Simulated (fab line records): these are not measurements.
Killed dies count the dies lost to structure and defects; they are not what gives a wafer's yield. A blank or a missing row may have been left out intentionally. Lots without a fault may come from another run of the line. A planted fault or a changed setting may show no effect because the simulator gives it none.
fab line records	flow n5-finfet
[record] lots = 24	wafers = 72	last-day = 17
route steps=1938 shown BEOL_M0@736 BEOL_M1@788
lots with no fault: from the same line, run without faults
start-h: hours from the record's first day to the start of the lot's first wafer shown	wait-h: hours from the lot's prior step to this one	" identical to the entry in the row above	L1.1+2: several wafers, shown together as one row	- no value, or no start was given	* or withheld: withheld	< > ~ a bound
route shown NAME@n: NAME is a module with steps in the file, n the number in the route of the first one	usual: mean and standard deviation over wafers with no fault	same: alike in all rows	chamber/n: place in a boat	sites: per-site readings	_std_site: how widely they spread, as a standard deviation	_edge_site: inner sites' mean taken away from outer sites' mean	radius-mm: how far each site lies from the wafer's centre	mask NAME#n: copy n	behind: the tool/chamber that last shaped the wafer	hold: why the lot was held/for how many hours/how that ended	device: names the non-switching transistor (n, p or np)	end of line: the same wafers' tests at the end of the route	a step without rows: its recipe alone	killed: not the wafer's yield, but the dies lost to structure and defects at the first sort	map: the dies of a wafer, with x for killed, . for not killed, _ for no die there
set.NAME: the setting the step ran with; set.NAME@STEP: the setting that earlier step ran with	model.NAME: the simulator's own value behind a step, which no gauge read
the route's steps for a sample of lots (tables are steps, rows are wafers)
services: a tool's chamber out of use, with start hour (start-h, from the record's first day; less than 0 if before it), hours out, and reason
[[steps]]
[step N5_BEOL_M0_SPUTTER_132]
[recipe] material = Cu	target-thk-a = 40	temp-c = -20	chamber-pressure-pa = 0.07	power-w = withheld	time-s = 7.37
[usual] chamber-pressure-pa = 0.07001/0.00014	throttle-valve-pct = 29.6/1.2
lot.wafer	tool	chamber	start-h	wait-h	chamber-pressure-pa	throttle-valve-pct
L074.2	pvd-sputter-02	-	117.33	0.0	0.07019	28.7
L074.3	"	-	"	"	0.06989	28.3
L074.4	"	-	"	"	0.06989	31.0
L075.3	pvd-sputter-03	-	122.31	0.0	0.07001	30.0
L075.5	"	-	"	"	0.06999	32.0
L075.6	"	-	"	"	0.07005	28.7
L076.2	pvd-sputter-01	-	126.34	0.0	0.06999	28.6
L076.5	"	-	"	"	0.06981	27.6
L076.6	"	-	"	"	0.06999	28.6
L077.2	pvd-sputter-01	-	136.38	0.0	0.0702	29.6
L077.5	"	-	"	"	0.06994	29.5
L077.6	"	-	"	"	0.07004	28.8
L078.1	pvd-sputter-01	-	143.00	0.0	0.07	28.8
L078.3	"	-	"	"	0.07005	27.9
L078.6	"	-	"	"	0.06996	27.8
L079.3	pvd-sputter-03	-	148.10	0.0	0.06989	29.9
L079.5	"	-	"	"	0.06998	29.8
L079.6	"	-	"	"	0.07011	28.5
L080.1	pvd-sputter-03	-	150.68	0.0	0.06999	29.6
L080.4	"	-	"	"	0.07006	28.9
L080.5	"	-	"	"	0.06997	29.7
L081.2	pvd-sputter-02	-	159.70	0.0	0.07008	30.9
L081.4	"	-	"	"	0.06997	28.9
L081.6	"	-	"	"	0.06986	29.2
L082.1	pvd-sputter-01	-	162.52	0.0	0.07022	29.5
L082.2	"	-	"	"	0.07019	30.5
L082.4	"	-	"	"	0.07005	28.0
L083.4	pvd-sputter-02	-	164.96	0.0	0.07023	30.7
L083.5	"	-	"	"	0.07028	31.3
L083.6	"	-	"	"	0.06976	29.0
L084.3	pvd-sputter-03	-	173.15	0.0	0.07012	32.0
L084.4	"	-	"	"	0.07014	29.8
L084.5	"	-	"	"	0.07021	28.7
L085.2	pvd-sputter-02	-	181.95	0.0	0.0699	28.7
L085.3	"	-	"	"	0.07005	28.5
L085.6	"	-	"	"	0.06996	30.7
L086.1	pvd-sputter-03	-	189.92	0.0	0.06994	29.5
L086.2	"	-	"	"	0.07004	28.5
L086.4	"	-	"	"	0.07001	29.8
L087.2	pvd-sputter-01	-	193.23	0.0	0.07007	29.6
L087.3	"	-	"	"	0.06967	27.7
L087.6	"	-	"	"	0.07004	29.7
L090.1	pvd-sputter-02	-	205.22	0.0	0.07	31.0
L090.4	"	-	"	"	0.06995	28.7
L090.6	"	-	"	"	0.07007	28.5
L088.1	pvd-sputter-03	-	208.31	0.0	0.06998	29.9
L088.2	"	-	"	"	0.06996	32.2
L088.4	"	-	"	"	0.0701	28.9
L091.1	pvd-sputter-02	-	213.90	0.0	0.07001	28.7
L091.3	"	-	"	"	0.07008	28.4
L091.4	"	-	"	"	0.07007	29.1
L089.1	pvd-sputter-01	-	221.35	0.0	0.07001	30.7
L089.4	"	-	"	"	0.06979	28.0
L089.6	"	-	"	"	0.0698	30.8
L092.2	pvd-sputter-03	-	223.99	0.0	0.06999	30.1
L092.4	"	-	"	"	0.07006	32.0
L092.6	"	-	"	"	0.06991	28.5
L093.1	pvd-sputter-03	-	232.75	0.0	0.07021	28.6
L093.5	"	-	"	"	0.07018	32.0
L093.6	"	-	"	"	0.07005	28.7
L094.2	pvd-sputter-01	-	236.68	0.0	0.06983	27.7
L094.3	"	-	"	"	0.07007	30.6
L094.5	"	-	"	"	0.06986	28.0
L095.1	pvd-sputter-01	-	242.13	0.0	0.06972	28.9
L095.2	"	-	"	"	0.07021	27.8
L095.4	"	-	"	"	0.06999	30.7
L096.2	pvd-sputter-03	-	248.81	0.0	0.06975	32.2
L096.3	"	-	"	"	0.07	29.4
L096.4	"	-	"	"	0.07015	28.8
L097.2	pvd-sputter-03	-	260.18	0.0	0.06994	29.9
L097.3	"	-	"	"	0.07018	32.0
L097.6	"	-	"	"	0.07007	28.7
[step N5_BEOL_M1_INSPECT_30]
[recipe] mode = adi	inspect-instrument = brightfield
[usual] raw-defect-count = 394/83
lot.wafer	tool	chamber	start-h	wait-h	raw-defect-count
L074.2	defect-inspect-02	-	122.15	0.0	343
L074.3	"	-	"	"	286
L074.4	"	-	"	"	200
L075.3	defect-inspect-01	-	126.14	0.0	617
L075.5	"	-	"	"	388
L075.6	"	-	"	"	423
L076.2	defect-inspect-01	-	131.55	0.0	393
L076.5	"	-	"	"	518
L076.6	"	-	"	"	360
L077.2	defect-inspect-01	-	142.56	0.0	478
L077.5	"	-	"	"	549
L077.6	"	-	"	"	525
L078.1	defect-inspect-02	-	146.25	0.1	314
L078.3	"	-	"	"	417
L078.6	"	-	"	"	364
L079.3	defect-inspect-02	-	152.64	0.0	322
L079.5	"	-	"	"	402
L079.6	"	-	"	"	437
L080.1	defect-inspect-02	-	154.56	0.1	466
L080.4	"	-	"	"	455
L080.5	"	-	"	"	542
L081.2	defect-inspect-02	-	164.35	0.0	537
L081.4	"	-	"	"	423
L081.6	"	-	"	"	427
L082.1	defect-inspect-02	-	165.74	0.1	428
L082.2	"	-	"	"	466
L082.4	"	-	"	"	363
L083.4	defect-inspect-01	-	169.89	0.0	415
L083.5	"	-	"	"	433
L083.6	"	-	"	"	482
L084.3	defect-inspect-01	-	177.26	0.0	479
L084.4	"	-	"	"	360
L084.5	"	-	"	"	542
L085.2	defect-inspect-02	-	185.24	0.0	298
L085.3	"	-	"	"	457
L085.6	"	-	"	"	340
L086.1	defect-inspect-02	-	194.55	0.1	478
L086.2	"	-	"	"	506
L086.4	"	-	"	"	382
L087.2	defect-inspect-01	-	197.02	0.0	282
L087.3	"	-	"	"	255
L087.6	"	-	"	"	293
L090.1	defect-inspect-02	-	210.33	0.1	294
L090.4	"	-	"	"	372
L090.6	"	-	"	"	346
L088.1	defect-inspect-01	-	213.33	0.1	396
L088.2	"	-	"	"	386
L088.4	"	-	"	"	323
L091.1	defect-inspect-02	-	217.05	0.1	331
L091.3	"	-	"	"	300
L091.4	"	-	"	"	207
L089.1	defect-inspect-02	-	226.01	0.1	418
L089.4	"	-	"	"	267
L089.6	"	-	"	"	334
L092.2	defect-inspect-02	-	227.47	0.1	474
L092.4	"	-	"	"	395
L092.6	"	-	"	"	253
L093.1	defect-inspect-02	-	236.92	0.1	383
L093.5	"	-	"	"	319
L093.6	"	-	"	"	392
L094.2	defect-inspect-02	-	239.78	0.1	392
L094.3	"	-	"	"	402
L094.5	"	-	"	"	415
L095.1	defect-inspect-01	-	246.37	0.1	357
L095.2	"	-	"	"	333
L095.4	"	-	"	"	258
L096.2	defect-inspect-02	-	252.62	0.0	450
L096.3	"	-	"	"	369
L096.4	"	-	"	"	364
L097.2	defect-inspect-01	-	264.59	0.0	395
L097.3	"	-	"	"	355
L097.6	"	-	"	"	348
[step N5_BEOL_M1_VIA_ETCH_34]
[recipe] chemistry = C4F6/O2	target-depth-a = 678	mask-material = SOC	pressure-mtorr = 15	ion-energy-ev = 250	taper-deg = 4	time-s = 64.4	source-w = 350	bias-w = 170	Ar_flow_sccm = 300	C4F6_flow_sccm = 10	O2_flow_sccm = 10
[usual] drypump-motor-current-A = 5.6/0.5	oes_f_703_au = 0.79/0.081	oes-product-au = 0.78/0.08	rf-vpp-V = 663/14	showerhead-plenum-p-Torr = 2.82/0.085	throttle-valve-pct = 30.72/0.27
lot.wafer	tool	chamber	start-h	wait-h	drypump-motor-current-A	oes_f_703_au	oes-product-au	rf-hours-counter-h	rf-vpp-V	showerhead-plenum-p-Torr	throttle-valve-pct
L074.2	rie-diel-03	0	124.14	0.0	5.9	0.71	0.73	147	686	2.85	30.97
L074.3	"	3	"	"	5.4	0.73	0.71	215	646	2.92	30.75
L074.4	"	2	"	"	5.0	0.77	0.77	140	657	2.75	30.55
L075.3	rie-diel-03	3	127.00	0.0	5.4	0.73	0.71	216	646	2.92	30.75
L075.5	"	1	"	"	6.1	0.91	0.93	-	667	2.77	30.54
L075.6	"	2	"	"	5.0	0.77	0.77	-	660	2.75	30.55
L076.2	rie-diel-01	3	131.98	0.0	5.4	0.73	0.71	192	652	2.72	30.86
L076.5	"	0	"	"	4.9	0.92	0.89	-	644	2.87	30.82
L076.6	"	1	"	"	5.8	0.91	0.89	-	675	2.89	30.82
L077.2	rie-diel-05	2	143.39	0.0	6.7	0.87	0.83	93	664	2.95	29.97
L077.5	"	3	"	"	5.7	0.73	0.72	-	681	2.93	30.32
L077.6	"	0	"	"	5.6	0.82	0.78	-	639	2.65	30.84
L078.1	rie-diel-03	1	150.54	0.0	6.1	0.88	0.90	31	668	2.77	30.55
L078.3	"	2	"	"	5.1	0.76	0.77	149	659	2.74	30.58
L078.6	"	3	"	"	5.4	0.73	0.71	-	647	2.92	30.76
L079.3	rie-diel-03	3	155.95	0.0	5.4	0.73	0.71	224	645	2.92	30.75
L079.5	"	0	"	"	5.9	0.71	0.74	-	683	2.84	30.99
L079.6	"	3	"	"	5.4	0.73	0.71	-	646	2.92	30.76
L080.1	rie-diel-05	0	155.97	0.0	5.7	0.82	0.77	112	636	2.65	30.87
L080.4	"	2	"	"	6.7	0.87	0.82	96	665	2.95	29.96
L080.5	"	3	"	"	5.8	0.72	0.70	-	682	2.93	30.34
L081.2	rie-diel-03	1	171.48	0.0	6.1	0.87	0.89	37	668	2.76	30.56
L081.4	"	3	"	"	5.4	0.72	0.70	228	646	2.92	30.75
L081.6	"	1	"	"	6.1	0.88	0.90	-	670	2.76	30.55
L083.4	rie-diel-01	2	174.23	0.0	5.0	0.69	0.68	232	671	2.79	31.17
L083.5	"	0	"	"	4.9	0.91	0.87	-	641	2.87	30.86
L083.6	"	1	"	"	5.8	0.90	0.86	-	677	2.89	30.86
L082.1	rie-diel-03	0	175.71	0.0	5.9	0.70	0.73	161	684	2.84	30.98
L082.2	"	1	"	"	6.1	0.88	0.89	39	667	2.76	30.55
L082.4	"	3	"	"	5.4	0.72	0.70	228	646	2.92	30.76
L084.3	rie-diel-03	0	178.48	0.0	5.9	0.70	0.73	162	683	2.84	30.98
L084.4	"	3	"	"	5.4	0.73	0.70	229	645	2.92	30.77
L084.5	"	1	"	"	6.1	0.87	0.89	-	668	2.76	30.57
L085.2	rie-diel-05	2	188.07	0.0	6.7	0.85	0.81	104	665	2.95	29.99
L085.3	"	1	"	"	6.1	0.85	0.84	61	663	2.98	30.31
L085.6	"	1	"	"	6.1	0.85	0.83	-	662	2.98	30.31
L086.1	rie-diel-01	0	195.94	0.0	4.9	0.89	0.86	63	644	2.86	30.84
L086.2	"	2	"	"	5.0	0.69	0.68	237	672	2.79	31.20
L086.4	"	3	"	"	5.3	0.71	0.70	212	652	2.71	30.89
L087.2	rie-diel-03	2	199.69	0.0	5.1	0.76	0.76	163	658	2.74	30.58
L087.3	"	0	"	"	5.9	0.70	0.73	167	685	2.84	31.00
L087.6	"	3	"	"	5.4	0.72	0.70	-	646	2.91	30.77
L090.1	rie-diel-01	0	211.58	0.0	4.9	0.89	0.85	68	643	2.86	30.85
L090.4	"	2	"	"	5.0	0.69	0.68	242	672	2.79	31.20
L090.6	"	3	"	"	5.4	0.71	0.68	-	651	2.71	30.89
L088.1	rie-diel-01	2	214.28	0.0	5.0	0.69	0.68	244	671	2.79	31.20
L088.2	"	1	"	"	5.8	0.88	0.87	51	676	2.88	30.85
L088.4	"	2	"	"	5.0	0.69	0.68	-	672	2.79	31.20
L091.1	rie-diel-01	2	221.72	0.0	5.0	0.68	0.68	247	672	2.78	31.18
L091.3	"	1	"	"	5.8	0.87	0.85	54	677	2.88	30.85
L091.4	"	2	"	"	5.0	0.68	0.67	-	671	2.78	31.20
L089.1	rie-diel-05	2	226.54	0.0	6.8	0.84	0.81	115	664	2.94	29.98
L089.4	"	3	"	"	5.8	0.70	0.70	223	680	2.92	30.34
L089.6	"	2	"	"	6.8	0.84	0.80	-	665	2.94	29.99
L092.2	rie-diel-03	2	227.89	0.0	5.1	0.74	0.75	172	659	2.73	30.59
L092.4	"	0	"	"	5.9	0.70	0.72	175	684	2.83	31.00
L092.6	"	1	"	"	6.1	0.85	0.87	-	667	2.76	30.58
L093.1	rie-diel-03	0	237.34	0.0	5.9	0.69	0.71	179	683	2.83	31.00
L093.5	"	1	"	"	6.1	0.85	0.87	-	666	2.75	30.58
L093.6	"	2	"	"	5.1	0.75	0.74	-	659	2.73	30.59
L094.2	rie-diel-03	3	241.27	0.0	5.4	0.71	0.69	249	646	2.91	30.78
L094.3	"	2	"	"	5.0	0.75	0.73	177	658	2.73	30.60
L094.5	"	0	"	"	5.9	0.69	0.71	-	684	2.83	31.00
L095.1	rie-diel-01	0	249.14	0.0	4.9	0.86	0.83	83	644	2.85	30.87
L095.2	"	1	"	"	5.8	0.86	0.84	65	675	2.88	30.86
L095.4	"	2	"	"	5.0	0.99	1.00	1	672	2.78	30.90
L096.2	rie-diel-01	2	253.55	0.0	5.0	0.98	1.00	3	672	2.78	30.89
L096.3	"	3	"	"	5.3	0.70	0.69	227	651	2.71	30.90
L096.4	"	1	"	"	5.8	0.85	0.84	67	675	2.88	30.88
L097.2	rie-diel-03	2	266.79	0.0	5.1	0.74	0.73	186	658	2.73	30.61
L097.3	"	0	"	"	5.9	0.69	0.70	190	684	2.83	31.02
L097.6	"	1	"	"	6.1	0.83	0.85	-	669	2.75	30.58
[step N5_BEOL_M1_SPUTTER_48]
[recipe] material = Cu	target-thk-a = 45	temp-c = -20	chamber-pressure-pa = 0.07	power-w = withheld	time-s = 8.29
[usual] chamber-pressure-pa = 0.06999/0.00013	throttle-valve-pct = 29.5/1.2
lot.wafer	tool	chamber	start-h	wait-h	chamber-pressure-pa	throttle-valve-pct
L074.2	pvd-sputter-03	-	125.45	0.2	0.06998	32.2
L074.3	"	-	"	"	0.07022	29.6
L074.4	"	-	"	"	0.06987	29.8
L075.3	pvd-sputter-01	-	129.11	0.1	0.06988	27.5
L075.5	"	-	"	"	0.06976	27.8
L075.6	"	-	"	"	0.07005	30.7
L076.2	pvd-sputter-03	-	133.62	0.2	0.06998	29.4
L076.5	"	-	"	"	0.0699	29.8
L076.6	"	-	"	"	0.06994	28.8
L077.2	pvd-sputter-01	-	144.40	0.1	0.07021	30.5
L077.5	"	-	"	"	0.06997	29.5
L077.6	"	-	"	"	0.06969	28.8
L078.1	pvd-sputter-03	-	152.30	0.1	0.07	29.6
L078.3	"	-	"	"	0.06991	31.9
L078.6	"	-	"	"	0.06972	32.1
L079.3	pvd-sputter-02	-	157.36	0.2	0.06993	28.6
L079.5	"	-	"	"	0.07	28.7
L079.6	"	-	"	"	0.07012	31.0
L080.1	pvd-sputter-03	-	157.58	0.2	0.07008	29.7
L080.4	"	-	"	"	0.06991	32.1
L080.5	"	-	"	"	0.0699	29.5
L081.2	pvd-sputter-02	-	172.99	0.1	0.07	28.8
L081.4	"	-	"	"	0.07008	28.6
L081.6	"	-	"	"	0.07011	29.1
L083.4	pvd-sputter-03	-	176.29	0.0	0.07014	28.7
L083.5	"	-	"	"	0.07004	29.5
L083.6	"	-	"	"	0.0699	32.4
L082.1	pvd-sputter-03	-	178.13	1.1	0.07	30.2
L082.2	"	-	"	"	0.06991	31.8
L082.4	"	-	"	"	0.06996	28.7
L084.3	pvd-sputter-02	-	179.95	0.2	0.06999	28.6
L084.4	"	-	"	"	0.06999	28.6
L084.5	"	-	"	"	0.06995	28.6
L085.2	pvd-sputter-02	-	189.62	0.1	0.07009	30.7
L085.3	"	-	"	"	0.07009	28.6
L085.6	"	-	"	"	0.07004	28.5
L086.1	pvd-sputter-01	-	198.11	0.8	0.07011	27.8
L086.2	"	-	"	"	0.0697	29.7
L086.4	"	-	"	"	0.07019	30.4
L087.2	pvd-sputter-03	-	201.45	0.1	0.06998	29.6
L087.3	"	-	"	"	0.06992	30.0
L087.6	"	-	"	"	0.06994	28.9
L090.1	pvd-sputter-03	-	212.66	0.1	0.07015	29.5
L090.4	"	-	"	"	0.06982	29.8
L090.6	"	-	"	"	0.07003	28.7
L088.1	pvd-sputter-02	-	215.59	0.2	0.0698	31.1
L088.2	"	-	"	"	0.06985	28.9
L088.4	"	-	"	"	0.06985	28.4
L091.1	pvd-sputter-02	-	223.06	0.1	0.07015	28.6
L091.3	"	-	"	"	0.06982	28.4
L091.4	"	-	"	"	0.07011	31.1
L089.1	pvd-sputter-02	-	228.50	0.2	0.06995	28.3
L089.4	"	-	"	"	0.07002	29.1
L089.6	"	-	"	"	0.07019	28.5
L092.2	pvd-sputter-03	-	229.47	0.3	0.06985	30.0
L092.4	"	-	"	"	0.07016	29.5
L092.6	"	-	"	"	0.07005	29.7
L093.1	pvd-sputter-03	-	238.82	0.2	0.06996	32.2
L093.5	"	-	"	"	0.07009	29.8
L093.6	"	-	"	"	0.07007	32.2
L094.2	pvd-sputter-02	-	243.09	0.6	0.06996	28.3
L094.3	"	-	"	"	0.06968	29.0
L094.5	"	-	"	"	0.06991	28.4
L095.1	pvd-sputter-01	-	250.51	0.1	0.07026	30.7
L095.2	"	-	"	"	0.07024	29.5
L095.4	"	-	"	"	0.06987	29.1
L096.2	pvd-sputter-01	-	258.16	0.1	0.07007	30.2
L096.3	"	-	"	"	0.06983	27.6
L096.4	"	-	"	"	0.06999	28.9
L097.2	pvd-sputter-01	-	268.26	0.2	0.06979	28.0
L097.3	"	-	"	"	0.07014	30.7
L097.6	"	-	"	"	0.06994	30.5
[step N5_BEOL_M1_ANNEAL_93]
[recipe] temp-c = 400	time-s = 240	ambient = vacuum
[usual] heater-power-w = 826/61
lot.wafer	tool	chamber	start-h	wait-h	heater-power-w
L074.2	pvd-sputter-03	-	126.85	0.0	850
L074.3	"	-	"	"	763
L074.4	"	-	"	"	877
L075.3	pvd-sputter-01	-	130.51	0.0	811
L075.5	"	-	"	"	811
L075.6	"	-	"	"	867
L076.2	pvd-sputter-03	-	135.02	0.0	772
L076.5	"	-	"	"	908
L076.6	"	-	"	"	893
L077.2	pvd-sputter-01	-	145.80	0.0	862
L077.5	"	-	"	"	897
L077.6	"	-	"	"	715
L078.1	pvd-sputter-03	-	153.70	0.0	751
L078.3	"	-	"	"	845
L078.6	"	-	"	"	842
L079.3	pvd-sputter-02	-	158.76	0.0	779
L079.5	"	-	"	"	870
L079.6	"	-	"	"	741
L080.1	pvd-sputter-03	-	158.98	0.0	879
L080.4	"	-	"	"	848
L080.5	"	-	"	"	760
L081.2	pvd-sputter-02	-	174.39	0.0	782
L081.4	"	-	"	"	875
L081.6	"	-	"	"	896
L083.4	pvd-sputter-03	-	177.69	0.0	902
L083.5	"	-	"	"	755
L083.6	"	-	"	"	839
L082.1	pvd-sputter-03	-	179.53	0.0	889
L082.2	"	-	"	"	840
L082.4	"	-	"	"	914
L084.3	pvd-sputter-02	-	181.35	0.0	791
L084.4	"	-	"	"	772
L084.5	"	-	"	"	776
L085.2	pvd-sputter-02	-	191.02	0.0	746
L085.3	"	-	"	"	781
L085.6	"	-	"	"	790
L086.1	pvd-sputter-01	-	199.51	0.0	818
L086.2	"	-	"	"	908
L086.4	"	-	"	"	859
L087.2	pvd-sputter-03	-	202.85	0.0	758
L087.3	"	-	"	"	879
L087.6	"	-	"	"	912
L090.1	pvd-sputter-03	-	214.06	0.0	760
L090.4	"	-	"	"	886
L090.6	"	-	"	"	926
L088.1	pvd-sputter-02	-	216.99	0.0	759
L088.2	"	-	"	"	884
L088.4	"	-	"	"	791
L091.1	pvd-sputter-02	-	224.46	0.0	804
L091.3	"	-	"	"	772
L091.4	"	-	"	"	739
L089.1	pvd-sputter-02	-	229.90	0.0	788
L089.4	"	-	"	"	884
L089.6	"	-	"	"	775
L092.2	pvd-sputter-03	-	230.87	0.0	878
L092.4	"	-	"	"	751
L092.6	"	-	"	"	758
L093.1	pvd-sputter-03	-	240.22	0.0	820
L093.5	"	-	"	"	767
L093.6	"	-	"	"	856
L094.2	pvd-sputter-02	-	244.49	0.0	790
L094.3	"	-	"	"	877
L094.5	"	-	"	"	800
L095.1	pvd-sputter-01	-	251.91	0.0	875
L095.2	"	-	"	"	889
L095.4	"	-	"	"	732
L096.2	pvd-sputter-01	-	259.56	0.0	867
L096.3	"	-	"	"	795
L096.4	"	-	"	"	708
L097.2	pvd-sputter-01	-	269.66	0.0	811
L097.3	"	-	"	"	873
L097.6	"	-	"	"	841
[step N5_BEOL_M1_CO_CAP_55]
[recipe] material = Co	target-thk-a = 20	temp-c = 200	precursor = CCTBA/H2	pressure-torr = 30	time-s = 102.1
[usual] chamber-pressure-Torr = 29.99/0.073	heater-power-w = 219/13
lot.wafer	tool	chamber	start-h	wait-h	chamber-pressure-Torr	heater-power-w
L074.2	cvd-co-01	2	128.08	0.0	30.06	233
L074.3	"	0	"	"	30.12	211
L074.4	"	0	"	"	30.17	215
L075.3	cvd-co-02	0	132.06	0.1	29.87	223
L075.5	"	0	"	"	30.01	220
L075.6	"	2	"	"	30.03	227
L076.2	cvd-co-01	2	136.44	0.0	30.01	234
L076.5	"	0	"	"	29.96	214
L076.6	"	1	"	"	30.00	205
L077.2	cvd-co-02	1	147.02	0.0	29.89	239
L077.5	"	2	"	"	30.02	226
L077.6	"	1	"	"	29.86	240
L078.1	cvd-co-02	1	154.92	0.0	29.98	239
L078.3	"	2	"	"	30.03	233
L078.6	"	2	"	"	29.92	228
L079.3	cvd-co-01	0	160.01	0.0	30.04	213
L079.5	"	0	"	"	29.91	207
L079.6	"	1	"	"	29.89	205
L080.1	cvd-co-01	2	160.28	0.0	29.98	224
L080.4	"	1	"	"	29.97	198
L080.5	"	0	"	"	30.01	209
L081.2	cvd-co-01	0	175.62	0.0	29.87	216
L081.4	"	2	"	"	30.03	229
L081.6	"	0	"	"	30.14	205
L083.4	cvd-co-01	2	178.95	0.0	30.01	230
L083.5	"	1	"	"	29.95	198
L083.6	"	0	"	"	29.92	203
L082.1	cvd-co-02	0	180.75	0.0	29.90	222
L082.2	"	1	"	"	29.94	241
L082.4	"	0	"	"	29.96	221
L084.3	cvd-co-02	0	182.81	0.0	29.93	219
L084.4	"	0	"	"	29.91	224
L084.5	"	2	"	"	29.86	237
L085.2	cvd-co-01	2	192.24	0.0	29.95	228
L085.3	"	0	"	"	30.00	207
L085.6	"	1	"	"	30.07	204
L086.1	cvd-co-02	0	200.74	0.0	29.99	220
L086.2	"	2	"	"	29.90	232
L086.4	"	2	"	"	29.97	228
L087.2	cvd-co-01	1	204.34	0.0	30.11	206
L087.3	"	2	"	"	30.06	227
L087.6	"	2	"	"	30.06	234
L090.1	cvd-co-01	1	215.30	0.0	30.07	200
L090.4	"	2	"	"	30.10	232
L090.6	"	1	"	"	29.95	198
L088.1	cvd-co-01	0	218.49	0.0	29.98	214
L088.2	"	2	"	"	29.87	222
L088.4	"	2	"	"	30.06	227
L091.1	cvd-co-02	2	225.85	0.0	30.01	239
L091.3	"	1	"	"	29.91	237
L091.4	"	0	"	"	29.92	224
L089.1	cvd-co-01	0	231.13	0.0	30.02	212
L089.4	"	0	"	"	29.94	214
L089.6	"	1	"	"	29.94	202
L092.2	cvd-co-01	2	232.13	0.0	30.00	231
L092.4	"	0	"	"	29.82	215
L092.6	"	1	"	"	29.99	198
L093.1	cvd-co-01	1	241.44	0.0	30.02	205
L093.5	"	1	"	"	30.10	195
L093.6	"	2	"	"	30.07	231
L094.2	cvd-co-01	1	245.73	0.0	30.09	201
L094.3	"	2	"	"	30.03	232
L094.5	"	2	"	"	29.93	232
L095.1	cvd-co-01	0	253.15	0.0	29.94	219
L095.2	"	1	"	"	30.17	198
L095.4	"	0	"	"	29.97	214
L096.2	cvd-co-02	1	260.81	0.0	29.95	241
L096.3	"	2	"	"	30.02	229
L096.4	"	1	"	"	29.94	237
L097.2	cvd-co-01	2	271.02	0.0	29.93	230
L097.3	"	0	"	"	29.92	217
L097.6	"	1	"	"	30.04	199
[[services]]
tool	chamber	start-h	hours	kind
cvd-co-01	-	94.02	1.2	repair
rie-diel-01	-	105.87	0.6	repair
cvd-co-02	1	114.67	-	clean
cvd-co-02	1	114.67	22.0	scheduled-down
cvd-co-02	1	114.67	22.0	vent-cycle
pvd-sputter-03	-	116.95	1.2	repair
cvd-co-02	-	136.33	2.8	pm
rie-diel-01	1	140.00	12.9	repair
rie-diel-05	-	159.79	0.5	repair
cvd-co-01	2	164.89	2.3	repair
rie-diel-03	0	181.89	7.9	repair
cvd-co-01	0	192.50	9.5	repair
rie-diel-01	3	211.88	14.8	repair
rie-diel-01	2	230.42	-	clean
rie-diel-01	2	230.42	-	consumable-replace:focus-ring
rie-diel-01	2	230.42	13.2	scheduled-down
rie-diel-01	2	230.42	13.2	vent-cycle
rie-diel-03	3	232.01	2.0	repair
rie-diel-03	3	245.09	-	clean
rie-diel-03	3	245.09	-	consumable-replace:focus-ring
rie-diel-03	3	245.09	17.9	scheduled-down
rie-diel-03	3	245.09	17.9	vent-cycle
rie-diel-03	3	266.40	4.3	repair
[[key]]
fault none
